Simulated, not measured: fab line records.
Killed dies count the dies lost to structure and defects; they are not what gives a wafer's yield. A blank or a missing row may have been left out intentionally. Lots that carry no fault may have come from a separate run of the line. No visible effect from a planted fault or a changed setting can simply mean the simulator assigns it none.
Chamber matching | flow nand_harc | rie_diel-03 running NHARC_A_CHANNEL_HOLE_D1_ETCH_38: 4 sister chambers
The step etches the open film in CF4, target depth 39 nm, time 65 s. 16 wafers are shown with their chamber, then 8 later ones without.

== WAFERS, EACH WITH ITS CHAMBER ==
wafer  | chamber | showerhead_plenum_p_Torr (Torr) | drypump_motor_current_A (A) | rf_vpp_V (V)
L076.2 | 3       | 1.79                            | 5.71                        | 149.9
L076.5 | 3       | 1.79                            | 5.72                        | 152.3
L076.6 | 2       | 1.79                            | 6.02                        | 152.0
L082.2 | 1       | 1.68                            | 6.15                        | 150.9
L082.3 | 2       | 1.78                            | 6.04                        | 153.1
L082.4 | 3       | 1.79                            | 5.73                        | 151.4
L084.1 | 2       | 1.79                            | 6.02                        | 152.2
L084.2 | 3       | 1.79                            | 5.71                        | 151.8
L084.4 | 0       | 1.68                            | 6.03                        | 148.6
L088.1 | 3       | 1.79                            | 5.70                        | 149.8
L088.2 | 1       | 1.68                            | 6.21                        | 149.2
L088.4 | 0       | 1.67                            | 6.01                        | 149.4
L089.2 | 3       | 1.79                            | 5.72                        | 152.6
L089.4 | 0       | 1.67                            | 6.03                        | 151.2
L089.5 | 1       | 1.68                            | 6.13                        | 149.6
L091.1 | 1       | 1.68                            | 6.17                        | 150.3

SIGNATURES (means of the wafers above)
reading                  | chamber 0 | chamber 1 | chamber 2 | chamber 3 | scatter within a chamber
showerhead_plenum_p_Torr | 1.6733    | 1.6800    | 1.7867    | 1.7900    | 0.00333
drypump_motor_current_A  | 6.0233    | 6.1650    | 6.0267    | 5.7150    | 0.0195
rf_vpp_V                 | 149.733   | 150.000   | 152.433   | 151.300   | 1.04
Rule: for each reading, subtract the chamber's mean from the wafer's reading, divide by that reading's scatter and square the result; add these up over the readings and take the root, which gives the wafer's distance from the chamber. The wafer belongs to the nearest chamber; if the next one is less than 2 further off, it can't be placed. The scatter: take each reading less its chamber's mean, square it, sum over the shown wafers, divide by the number of wafers less the number of chambers, and take the root.

== WAFERS WHOSE CHAMBER IS MISSING ==
wafer  | showerhead_plenum_p_Torr (Torr) | drypump_motor_current_A (A) | rf_vpp_V (V)
L091.2 | 1.78                            | 6.04                        | 149.6
L091.3 | 1.67                            | 6.03                        | 149.6
L095.2 | 1.78                            | 6.03                        | 150.3
L095.5 | 1.79                            | 5.69                        | 150.9
L095.6 | 1.78                            | 6.04                        | 151.1
L096.1 | 1.78                            | 6.04                        | 149.9
L096.5 | 1.79                            | 5.72                        | 151.3
L096.6 | 1.67                            | 6.03                        | 150.9

== WHICH CHAMBER EACH ONE RAN IN ==
wafer  | from the rows above | in truth
L091.2 | 2                   | 2
L091.3 | 0                   | 0
L095.2 | 2                   | 2
L095.5 | 3                   | 3
L095.6 | 2                   | 2
L096.1 | 2                   | 2
L096.5 | 3                   | 3
L096.6 | 0                   | 0
Correctly placed: 8 of 8. From these rows, 0 cannot be placed. Number placed wrongly: 0.
